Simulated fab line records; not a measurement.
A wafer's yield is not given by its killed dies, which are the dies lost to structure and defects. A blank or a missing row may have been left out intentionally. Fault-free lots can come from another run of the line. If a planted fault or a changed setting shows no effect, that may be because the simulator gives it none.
A lot that was struck, set against a sound lot	flow nand-harc	13 out of 1159 route steps
Sound: these wafers, L367.1, L367.5, L367.6. Wafers struck: L378.3, L378.4, L378.6. Last of all comes the cause.
For every step that has rows: the tool of each side, followed by ch and its chambers, followed by its first start. Under that, the readings that differ: sound wafers	struck wafers	difference of the means	sigmas: that difference in standard deviations of wafers without a fault.
alike: readings with means less than 2 such deviations apart, plus words and numbers identical on both sides. not compared: withheld readings, readings lacking a value on some wafer, bounds such as >300 that could conceal the same value, and numbers that have no deviation in the record and whose values overlap.
The two part at a step that has a row with sigmas, a row that says differs or no value, or rows on one side only. Numbers that have no deviation but don't overlap get no sigmas and don't part them. A reading that every wafer of one side lacks parts them only if that side has two wafers or more.

first, 1 step without rows for these wafers: NHARC_A_STAIRCASE_DESCUM_291 (chemistry O2, time 3 s).
NHARC_A_STAIRCASE_ETCH_292: etches the open film in CF4/CHF3.
  sound on rie-diel-03 ch 1,2,3, day 12 12:05; struck on rie-diel-01 ch 1,2, day 15 14:16
  alike: drypump-motor-current-A, oes-product-au, rf-vpp-V, showerhead-plenum-p-Torr, throttle-valve-pct
  not compared: rf-hours-counter-h
NHARC_A_STAIRCASE_HM_OPEN_460: chemistry O2/COS.
  sound: rie-diel-03 ch 0,2,3; struck: rie-diel-01 ch 0,1
  alike: drypump-motor-current-A, oes-product-au, rf-vpp-V, showerhead-plenum-p-Torr, throttle-valve-pct
  not compared: rf-hours-counter-h
then, 2 steps without rows for these wafers: NHARC_A_STAIRCASE_STRIP_461 (strips in O2/COS); NHARC_A_STAIRCASE_ETCH_452 (etches the open film in CF4/O2, target depth 30 nm, overetch 3 nm, time 16.5 s).
NHARC_A_STAIRCASE_ETCH_294: etches the open film in C4F8/O2/Ar, target depth 4992 nm, time 1212.4 s.
  sound: rie-diel-03 ch 1,2,3; struck: rie-diel-01 ch 0,1,3
  alike: oes-product-au, rf-vpp-V
  not compared: rf-hours-counter-h
NHARC_A_STAIRCASE_STRIP_295: strips in O2.
  sound on rie-diel-01 ch 1,2,3, day 12 13:31; struck on rie-diel-01 ch 1,2
  alike: drypump-motor-current-A, oes-product-au, rf-vpp-V, showerhead-plenum-p-Torr, throttle-valve-pct
  not compared: rf-hours-counter-h
then, 3 steps without rows for these wafers: NHARC_A_STAIRCASE_STRIP_296 (strips in SPM, time 900 s); NHARC_A_STAIRCASE_PRECLEAN_297 (cleans in SC1); NHARC_A_STAIRCASE_SRD_298.
NHARC_A_STAIRCASE_HM_DEP_462: deposits aC, target thk 800 nm.
  sound on acl-dep-01 ch 0, day 12 14:35; struck on acl-dep-03 ch 0, day 15 20:33
  alike: throttle-valve-pct
NHARC_A_STAIRCASE_DEP_301: deposits SiON, target thk 30 nm.
  sound on pecvd-04 ch 1,2, day 12 16:26; struck on pecvd-01 ch 0,1,2, day 15 21:49
reading	sound	struck	difference	sigmas
rf-fwd-power-W (W)	347.4 347.8 348.5	490.0 486.3 489.8	+140.8	+99 or more
showerhead-vpp-V (V)	1178 1196 1152	1294 1386 1353	+169	+4
  alike: heater-power-w
  not compared: since-wet-clean-h
then, 1 step without rows for these wafers: NHARC_A_STAIRCASE_DEHYDRATE_302 (time 120 s).

WHERE THEY PART
Within this record, at NHARC_A_STAIRCASE_DEP_301 only.

WHY: what had been put in by the simulator
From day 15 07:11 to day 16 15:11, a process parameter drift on pecvd-01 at NHARC_A_STAIRCASE_DEP_301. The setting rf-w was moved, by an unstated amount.
